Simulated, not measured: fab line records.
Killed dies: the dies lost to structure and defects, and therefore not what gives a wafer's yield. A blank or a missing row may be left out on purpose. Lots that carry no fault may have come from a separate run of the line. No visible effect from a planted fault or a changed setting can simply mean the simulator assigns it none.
fab line records	flow n5-finfet
record lots=11	wafers=33	last-day=18
route steps=1938 shown BEOL_M0@749 BEOL_M1@764 BEOL_M4@1111
lots that met no fault: taken from a fault-free run of the same line
start-h: hours from the record's first day to the start of the lot's first wafer shown	wait-h: hours from the lot's prior step to this one	" repeats the value in the row above	L1.1+2: one row covering several wafers at once	- either no value or no given start	* or withheld: withheld	< > ~ a bound
route shown NAME@n: NAME is a module with steps in the file, n the number in the route of the first one	usual: mean/standard deviation of fault-free wafers	same: alike in all rows	chamber/n: place in a boat	sites: each site's reading	_std_site: standard deviation of those values	_edge_site: the outer-site mean with the inner-site mean subtracted	radius-mm: how far each site lies from the wafer's centre	mask NAME#n: copy n	behind: tool/chamber where the wafer was last shaped	hold: the reason the lot was held/the length of the hold in hours/how it ended	device: whichever transistor did not switch (one of n, p or np)	end of line: the tests these same wafers got at the end of their route	a step with no rows: only its recipe	killed: at the first sort, the dies lost to defects and structure; wafer yield is something else	map: dies across one wafer; x = killed, . = not, _ = none there
set.NAME: the setting as run; set.NAME@STEP: as run at that earlier step	model.NAME: the simulator's own value behind a step, which no gauge read
route steps across a sampled set of lots; one table per step, one row per wafer
## steps
# step N5_BEOL_M0_RS_MEAS_126
# recipe thk-meas-gauge=four-point-probe	reads=Co_of_BEOL_M0_CO_CAP_123+Cu_of_BEOL_M0_ECD_118+Co_of_BEOL_M0_CVD_115+TaN_of_BEOL_M0_ALD_136
# usual M0_RS=0.536/0.021
lot.wafer	tool	chamber	start-h	wait-h	M0_RS[ohm/sq]
L669.1	film-metro-02	-	135.33	0.1	0.549
L669.2	"	-	"	"	0.529
L669.6	"	-	"	"	0.548
L670.4	film-metro-02	-	140.28	0.0	0.556
L670.5	"	-	"	"	0.538
L670.6	"	-	"	"	0.554
L668.3	film-metro-01	-	140.88	0.1	0.575
L668.5	"	-	"	"	0.560
L668.6	"	-	"	"	0.516
L671.2	film-metro-02	-	147.78	0.1	0.541
L671.5	"	-	"	"	0.549
L671.6	"	-	"	"	0.502
L678.2	film-metro-01	-	186.60	0.1	0.531
L678.3	"	-	"	"	0.548
L678.5	"	-	"	"	0.545
L679.2	film-metro-02	-	192.66	0.1	0.563
L679.3	"	-	"	"	0.559
L679.4	"	-	"	"	0.554
L683.2	film-metro-02	-	211.95	0.1	0.499
L683.5	"	-	"	"	0.501
L683.6	"	-	"	"	0.529
L684.1	film-metro-02	-	220.99	0.1	0.515
L684.3	"	-	"	"	0.541
L684.4	"	-	"	"	0.520
L688.1	film-metro-02	-	238.71	0.0	0.558
L688.5	"	-	"	"	0.530
L688.6	"	-	"	"	0.537
L689.3	film-metro-02	-	242.06	0.1	0.518
L689.5	"	-	"	"	0.540
L689.6	"	-	"	"	0.558
L691.2	film-metro-01	-	260.17	0.1	0.544
L691.3	"	-	"	"	0.545
L691.5	"	-	"	"	0.524
# step N5_BEOL_M1_CD_MEAS_11
# recipe target-cd-nm=17.05	landing-energy-ev=500	detector=se-inlens	polarity=opening
# usual cd-nm=17.04/0.21
lot.wafer	tool	chamber	start-h	wait-h	cd-nm
L669.1	cd-sem-02	0	136.84	-	16.98
L669.2	"	0	"	"	17.15
L669.6	"	0	"	"	17.37
L670.4	cd-sem-03	0	141.26	-	16.91
L670.5	"	0	"	"	17.00
L670.6	"	0	"	"	17.02
L668.3	cd-sem-01	0	143.30	-	17.03
L668.5	"	0	"	"	16.95
L668.6	"	0	"	"	17.09
L671.2	cd-sem-02	0	150.25	-	16.93
L671.5	"	0	"	"	17.08
L671.6	"	0	"	"	17.69
L678.2	cd-sem-01	0	188.74	-	16.91
L678.3	"	0	"	"	17.21
L678.5	"	0	"	"	16.94
L679.2	cd-sem-02	0	195.04	-	16.87
L679.3	"	0	"	"	16.68
L679.4	"	0	"	"	16.91
L683.2	cd-sem-02	0	215.24	-	17.02
L683.5	"	0	"	"	16.99
L683.6	"	0	"	"	17.05
L684.1	cd-sem-03	0	222.15	-	16.64
L684.3	"	0	"	"	16.69
L684.4	"	0	"	"	17.26
L688.1	cd-sem-01	0	239.76	-	17.01
L688.5	"	0	"	"	17.22
L688.6	"	0	"	"	17.23
L689.3	cd-sem-01	0	243.38	-	17.24
L689.5	"	0	"	"	16.94
L689.6	"	0	"	"	17.12
L691.2	cd-sem-01	0	261.56	-	17.13
L691.3	"	0	"	"	16.98
L691.5	"	0	"	"	16.98
# step N5_BEOL_M1_OVL_MEAS_12
# recipe points-per-wafer=522
# usual M1_OVL=-0.5/0.77
lot.wafer	tool	chamber	start-h	wait-h	M1_OVL[nm]
L669.1	overlay-01	0	136.87	0.0	0.2
L669.2	"	0	"	"	0.4
L669.6	"	0	"	"	0.9
L670.4	overlay-01	0	141.30	0.0	-0.2
L670.5	"	0	"	"	1.1
L670.6	"	0	"	"	0.0
L668.3	overlay-01	0	143.34	0.0	-1.2
L668.5	"	0	"	"	-0.8
L668.6	"	0	"	"	-1.6
L671.2	overlay-01	0	150.28	0.0	-1.4
L671.5	"	0	"	"	-0.1
L671.6	"	0	"	"	-0.4
L678.2	overlay-02	0	188.78	0.0	-0.6
L678.3	"	0	"	"	0.1
L678.5	"	0	"	"	-0.3
L679.2	overlay-02	0	195.08	0.0	-0.9
L679.3	"	0	"	"	-1.0
L679.4	"	0	"	"	-1.0
L683.2	overlay-01	0	215.27	0.0	0.5
L683.5	"	0	"	"	1.2
L683.6	"	0	"	"	0.3
L684.1	overlay-02	0	222.18	0.0	-2.0
L684.3	"	0	"	"	-1.4
L684.4	"	0	"	"	-1.5
L688.1	overlay-01	0	239.79	0.0	-0.6
L688.5	"	0	"	"	-0.1
L688.6	"	0	"	"	-0.4
L689.3	overlay-01	0	243.42	0.0	-0.7
L689.5	"	0	"	"	-0.1
L689.6	"	0	"	"	-0.2
L691.2	overlay-02	0	261.59	0.0	0.6
L691.3	"	0	"	"	0.4
L691.5	"	0	"	"	0.4
# step N5_BEOL_M1_COAT_68
# recipe resist=SiARC	temp-c=220	time-s=60	spin-rpm=1500	resist-thk-nm=12
# usual heater-power-total-W=427.5/2.1	resist-line-temp-C=22.99/0.1	spin-speed-rpm=1500.1/0.93
lot.wafer	tool	chamber	start-h	wait-h	heater-power-total-W	resist-line-temp-C	spin-speed-rpm
L669.1	litho-track-02	0	137.46	-	430.8	23.02	1500.2
L669.2	"	0	"	"	426.1	22.90	1499.5
L669.6	"	0	"	"	424.5	23.07	1501.1
L670.4	litho-track-04	0	142.01	-	427.9	22.99	1500.5
L670.5	"	0	"	"	424.5	23.14	1499.4
L670.6	"	0	"	"	426.2	23.01	1498.9
L668.3	litho-track-02	0	144.07	-	424.1	22.90	1499.6
L668.5	"	0	"	"	428.0	23.01	1499.9
L668.6	"	0	"	"	424.8	23.02	1498.6
L671.2	litho-track-02	0	150.93	-	429.6	23.07	1500.4
L671.5	"	0	"	"	425.4	22.86	1500.6
L671.6	"	0	"	"	425.3	22.90	1500.4
L678.2	litho-track-02	0	189.56	-	430.2	22.77	1596.2
L678.3	"	0	"	"	425.2	22.99	1597.9
L678.5	"	0	"	"	424.9	22.76	1595.2
L679.2	litho-track-02	0	195.72	-	424.5	22.98	1596.6
L679.3	"	0	"	"	428.0	22.84	1595.7
L679.4	"	0	"	"	428.9	22.89	1596.4
L683.2	litho-track-05	0	215.92	-	425.8	23.06	1499.5
L683.5	"	0	"	"	425.0	22.88	1498.7
L683.6	"	0	"	"	428.0	22.97	1500.0
L684.1	litho-track-04	0	223.80	-	425.2	22.93	1500.0
L684.3	"	0	"	"	427.0	22.86	1501.0
L684.4	"	0	"	"	430.7	22.83	1501.5
L688.1	litho-track-05	0	240.49	-	425.3	22.90	1499.7
L688.5	"	0	"	"	427.9	22.96	1500.2
L688.6	"	0	"	"	424.9	23.11	1499.5
L689.3	litho-track-05	0	243.99	-	430.7	23.04	1497.5
L689.5	"	0	"	"	425.0	22.92	1499.3
L689.6	"	0	"	"	429.9	22.96	1499.0
L691.2	litho-track-05	0	262.19	-	430.3	23.13	1499.7
L691.3	"	0	"	"	427.2	22.91	1502.3
L691.5	"	0	"	"	427.4	23.00	1502.0
# step N5_BEOL_M4_RC_MEAS_101
# usual DIBL_N=36.4/1.6	DIBL_P=36.2/1.8	IOFF_N=0.159/0.029	IOFF_P=0.21/0.034	ION_N=670/12	ION_P=459/8.2	SS_N=71.5/0.59	SS_P=73.2/0.54	VT_N=250/3.3	VT_P=-250/3.7
lot.wafer	tool	chamber	start-h	wait-h	DIBL_N[mV/V]	DIBL_P[mV/V]	IOFF_N[nA/um]	IOFF_P[nA/um]	ION_N[uA/um]	ION_P[uA/um]	SS_N[mV/dec]	SS_P[mV/dec]	VT_N[mV]	VT_P[mV]
L669.1	prober-02	0	185.72	0.0	34.2	33.1	0.127	0.17	658	450	71.2	73.0	253	-252
L669.2	"	0	"	"	34.8	34.2	0.133	0.19	660	454	70.8	73.5	252	-252
L669.6	"	0	"	"	36.8	35.6	0.163	0.21	668	462	72.0	72.5	252	-250
L668.3	prober-02	0	188.80	0.3	35.8	37.4	0.150	0.20	673	460	71.2	73.4	248	-251
L668.5	"	0	"	"	36.6	37.3	0.153	0.20	659	447	71.3	73.6	251	-252
L668.6	"	0	"	"	36.6	37.5	0.164	0.21	671	459	71.5	73.1	251	-254
L670.4	prober-02	0	204.10	0.5	34.8	33.3	0.133	0.20	674	465	70.2	73.3	252	-249
L670.5	"	0	"	"	37.0	35.7	0.170	0.24	685	464	71.5	72.6	248	-247
L670.6	"	0	"	"	36.3	34.5	0.144	0.22	658	459	71.6	73.3	252	-247
L671.2	prober-02	0	209.13	0.2	38.1	36.5	0.204	0.25	697	472	72.2	73.0	248	-247
L671.5	"	0	"	"	39.7	38.4	0.260	0.31	698	477	72.9	73.5	243	-241
L671.6	"	0	"	"	37.4	35.3	0.191	0.24	683	469	72.1	73.2	247	-247
L678.2	prober-02	0	251.78	0.2	37.8	38.0	0.182	0.23	673	463	71.8	73.8	250	-252
L678.3	"	0	"	"	37.7	36.4	0.181	0.19	684	456	72.6	73.7	249	-254
L678.5	"	0	"	"	35.8	34.1	0.142	0.16	659	445	71.4	72.9	253	-255
L679.2	prober-01	0	260.05	0.2	36.5	36.5	0.153	0.20	663	457	71.3	73.3	250	-253
L679.3	"	0	"	"	34.5	33.8	0.119	0.16	657	449	70.7	72.7	256	-254
L679.4	"	0	"	"	36.1	36.9	0.135	0.20	658	459	70.6	73.9	253	-252
L683.2	prober-02	0	285.85	0.2	34.7	34.2	0.115	0.17	649	448	70.8	72.9	254	-255
L683.5	"	0	"	"	36.9	36.8	0.151	0.23	661	456	71.6	73.2	249	-250
L683.6	"	0	"	"	36.5	35.8	0.152	0.20	657	452	70.8	73.2	252	-253
L684.1	prober-01	0	288.03	0.0	32.9	34.3	0.119	0.18	657	457	70.4	72.8	251	-251
L684.3	"	0	"	"	34.7	34.9	0.137	0.19	665	458	70.4	73.4	253	-250
L684.4	"	0	"	"	33.8	33.9	0.137	0.18	670	464	70.4	73.3	250	-250
L688.1	prober-02	0	304.09	0.0	39.1	37.3	0.199	0.22	683	460	71.9	73.5	247	-250
L688.5	"	0	"	"	38.5	36.3	0.188	0.21	695	470	71.4	73.1	245	-250
L688.6	"	0	"	"	39.0	38.0	0.196	0.25	679	462	71.4	73.4	245	-246
L689.3	prober-02	0	311.25	0.3	35.5	34.9	0.113	0.14	649	443	71.2	72.3	257	-262
L689.5	"	0	"	"	38.6	39.7	0.190	0.20	673	453	72.2	73.7	250	-253
L689.6	"	0	"	"	36.9	37.1	0.152	0.16	675	455	71.9	72.9	251	-258
L691.2	prober-02	0	335.34	0.2	37.0	37.7	0.179	0.27	671	468	72.1	73.9	248	-245
L691.3	"	0	"	"	32.8	33.8	0.114	0.20	657	466	70.8	72.3	255	-246
L691.5	"	0	"	"	32.9	34.5	0.119	0.23	660	464	70.8	73.0	249	-247
## key
first-sign step=N5_BEOL_M1_COAT_68	reading=spin-speed-rpm	direction=up	sigmas=99+	usual=*	struck=*
effect none on later readings
met-at N5_BEOL_M1_COAT_68
struck-lots L678,L679
not-acting-at N5_BEOL_M0_RS_MEAS_126,N5_BEOL_M1_CD_MEAS_11,N5_BEOL_M1_OVL_MEAS_12
onset-between 150.93 189.56
fault kind=process-parameter-drift	tool=litho-track-02	chamber=-	onset-h=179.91	steps=N5_BEOL_M1_COAT_68	channel=spin-rpm	offset=*	shape=step	end-h=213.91	acts-in=*	stated=*
